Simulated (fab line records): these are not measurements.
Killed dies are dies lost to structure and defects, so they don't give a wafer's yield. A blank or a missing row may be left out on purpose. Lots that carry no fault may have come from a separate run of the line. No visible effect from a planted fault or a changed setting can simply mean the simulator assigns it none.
Split-lot experiment :: flow n5-finfet :: on a route of 1938 steps: 7 lots, 21 wafers read

## ABOUT THE SPLIT
At N5_FIN_CUT_COAT_19 (time 60 s, resist thk 20 nm), the setting spin-rpm was moved away from the recipe's 1500 rpm on 10 of the 21 wafers read, by -9.8% to +9.8%. For the rest of the wafers, this setting stayed at what the recipe calls for.

## FROM THE SPLIT TO THE READING: what the file shows between them, 5 steps
- N5_FIN_CUT_COAT_29: time 60 s, resist thk 10 nm
- N5_FIN_CUT_COAT_02: resist thk 30 nm
- N5_FIN_CUT_DESCUM_13: chemistry O2, time 7 s
- N5_FIN_CUT_ETCH_30: etches underlayer in N2/H2, target depth 13 nm, time 10.4 s
- N5_FIN_CUT_ETCH_20: etches SiARC in CF4, target depth 26 nm, time 43.3 s

## THE READING
SiARC_of_FIN_CUT_COAT_19.thk-nm (the simulator's own value, which no gauge read), in nm, at N5_FIN_CUT_ETCH_21 (etches SOC in N2/H2, target depth 219 nm, overetch 43.8 nm, time 523.5 s). The file does not state a usual value for it. Here, 11 wafers ran the recipe; their average is 11.8 nm with a standard deviation of 0.15 nm.

wafer: L077.1
tool, chamber at the split: litho-track-02, 0
spin-rpm as run, rpm: 1500
against the recipe: recipe
SiARC_of_FIN_CUT_COAT_19.thk-nm, nm: 12
against lot-mates on the recipe: -

wafer: L077.2
tool, chamber at the split: litho-track-02, 0
spin-rpm as run, rpm: 1500
against the recipe: recipe
SiARC_of_FIN_CUT_COAT_19.thk-nm, nm: 12
against lot-mates on the recipe: -

wafer: L077.6
tool, chamber at the split: litho-track-02, 0
spin-rpm as run, rpm: 1500
against the recipe: recipe
SiARC_of_FIN_CUT_COAT_19.thk-nm, nm: 12
against lot-mates on the recipe: -

wafer: L079.2
tool, chamber at the split: litho-track-01, 0
spin-rpm as run, rpm: 1500
against the recipe: recipe
SiARC_of_FIN_CUT_COAT_19.thk-nm, nm: 11.6
against lot-mates on the recipe: -

wafer: L079.4
tool, chamber at the split: litho-track-01, 0
spin-rpm as run, rpm: 1647
against the recipe: +9.8%
SiARC_of_FIN_CUT_COAT_19.thk-nm, nm: 10.8
against lot-mates on the recipe: -0.8

wafer: L079.6
tool, chamber at the split: litho-track-01, 0
spin-rpm as run, rpm: 1647
against the recipe: +9.8%
SiARC_of_FIN_CUT_COAT_19.thk-nm, nm: 11
against lot-mates on the recipe: -0.6

wafer: L080.3
tool, chamber at the split: litho-track-01, 0
spin-rpm as run, rpm: 1615
against the recipe: +7.7%
SiARC_of_FIN_CUT_COAT_19.thk-nm, nm: 11.2
against lot-mates on the recipe: -0.4

wafer: L080.4
tool, chamber at the split: litho-track-01, 0
spin-rpm as run, rpm: 1615
against the recipe: +7.7%
SiARC_of_FIN_CUT_COAT_19.thk-nm, nm: 10.8
against lot-mates on the recipe: -0.8

wafer: L080.6
tool, chamber at the split: litho-track-01, 0
spin-rpm as run, rpm: 1500
against the recipe: recipe
SiARC_of_FIN_CUT_COAT_19.thk-nm, nm: 11.6
against lot-mates on the recipe: -

wafer: L081.1
tool, chamber at the split: litho-track-02, 0
spin-rpm as run, rpm: 1353
against the recipe: -9.8%
SiARC_of_FIN_CUT_COAT_19.thk-nm, nm: 12.8
against lot-mates on the recipe: +1.0

wafer: L081.2
tool, chamber at the split: litho-track-02, 0
spin-rpm as run, rpm: 1353
against the recipe: -9.8%
SiARC_of_FIN_CUT_COAT_19.thk-nm, nm: 12.6
against lot-mates on the recipe: +0.8

wafer: L081.3
tool, chamber at the split: litho-track-02, 0
spin-rpm as run, rpm: 1500
against the recipe: recipe
SiARC_of_FIN_CUT_COAT_19.thk-nm, nm: 11.8
against lot-mates on the recipe: -

wafer: L083.1
tool, chamber at the split: litho-track-04, 0
spin-rpm as run, rpm: 1637
against the recipe: +9.1%
SiARC_of_FIN_CUT_COAT_19.thk-nm, nm: 11
against lot-mates on the recipe: -0.8

wafer: L083.6
tool, chamber at the split: litho-track-04, 0
spin-rpm as run, rpm: 1637
against the recipe: +9.1%
SiARC_of_FIN_CUT_COAT_19.thk-nm, nm: 11
against lot-mates on the recipe: -0.8

wafer: L083.3
tool, chamber at the split: litho-track-04, 0
spin-rpm as run, rpm: 1500
against the recipe: recipe
SiARC_of_FIN_CUT_COAT_19.thk-nm, nm: 11.8
against lot-mates on the recipe: -

wafer: L085.2
tool, chamber at the split: litho-track-04, 0
spin-rpm as run, rpm: 1458
against the recipe: -2.8%
SiARC_of_FIN_CUT_COAT_19.thk-nm, nm: 12
against lot-mates on the recipe: +0.2

wafer: L085.6
tool, chamber at the split: litho-track-04, 0
spin-rpm as run, rpm: 1458
against the recipe: -2.8%
SiARC_of_FIN_CUT_COAT_19.thk-nm, nm: 12
against lot-mates on the recipe: +0.2

wafer: L085.4
tool, chamber at the split: litho-track-04, 0
spin-rpm as run, rpm: 1500
against the recipe: recipe
SiARC_of_FIN_CUT_COAT_19.thk-nm, nm: 11.8
against lot-mates on the recipe: -

wafer: L096.4
tool, chamber at the split: litho-track-01, 0
spin-rpm as run, rpm: 1500
against the recipe: recipe
SiARC_of_FIN_CUT_COAT_19.thk-nm, nm: 11.8
against lot-mates on the recipe: -

wafer: L096.5
tool, chamber at the split: litho-track-01, 0
spin-rpm as run, rpm: 1500
against the recipe: recipe
SiARC_of_FIN_CUT_COAT_19.thk-nm, nm: 11.8
against lot-mates on the recipe: -

wafer: L096.6
tool, chamber at the split: litho-track-01, 0
spin-rpm as run, rpm: 1500
against the recipe: recipe
SiARC_of_FIN_CUT_COAT_19.thk-nm, nm: 11.6
against lot-mates on the recipe: -

THE FIT
A straight line over all 21 wafers: SiARC_of_FIN_CUT_COAT_19.thk-nm changes by -0.092 nm for each +1% of spin-rpm; r = -0.97; the points scatter about the line by 0.14 nm.
The same after taking each lot's own level away (the mean of its wafers on the recipe; 21 wafers): -0.0829 nm for each +1%; r = -0.98; scatter 0.1 nm.
That fit puts the effect of the largest move of spin-rpm on the reading at 0.81 nm.
The lots' own levels span 11.60 to 12.00 nm, that is 2.7 times the standard deviation above.
In other words, the slope is changed by the lot-to-lot level; the two fits disagree.
Check: with one of the wafers moved furthest among these (+9.8%) left out of the fit, the line predicts -0.797 nm for it against its lot-mates. It came out at -0.8 nm against them.

## THE WHOLE CHAIN: every reading that the file lists as answering this split, in the file's order
step: N5_FIN_CUT_COAT_19
what it does: time 60 s, resist thk 20 nm
reading: SiARC_of_FIN_CUT_COAT_19.thk-nm (the simulator's own value, which no gauge read)
change (the file's fit): -0.099 nm for each +1% of the setting
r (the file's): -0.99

step: N5_FIN_CUT_ETCH_20
what it does: etches SiARC in CF4, target depth 26 nm, time 43.3 s
reading: etch.depth-nm (the simulator's own value, which no gauge read)
change (the file's fit): -0.0969 nm for each +1% of the setting
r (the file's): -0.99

step: N5_FIN_CUT_ETCH_21
what it does: etches SOC in N2/H2, target depth 219 nm, overetch 43.8 nm, time 523.5 s
reading: SiARC_of_FIN_CUT_COAT_19.thk-nm (the simulator's own value, which no gauge read)
change (the file's fit): -0.0823 nm for each +1% of the setting
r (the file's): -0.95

## FILE'S OWN FIT
SiARC_of_FIN_CUT_COAT_19.thk-nm changes by -0.0823 nm for each +1% of spin-rpm, r = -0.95.
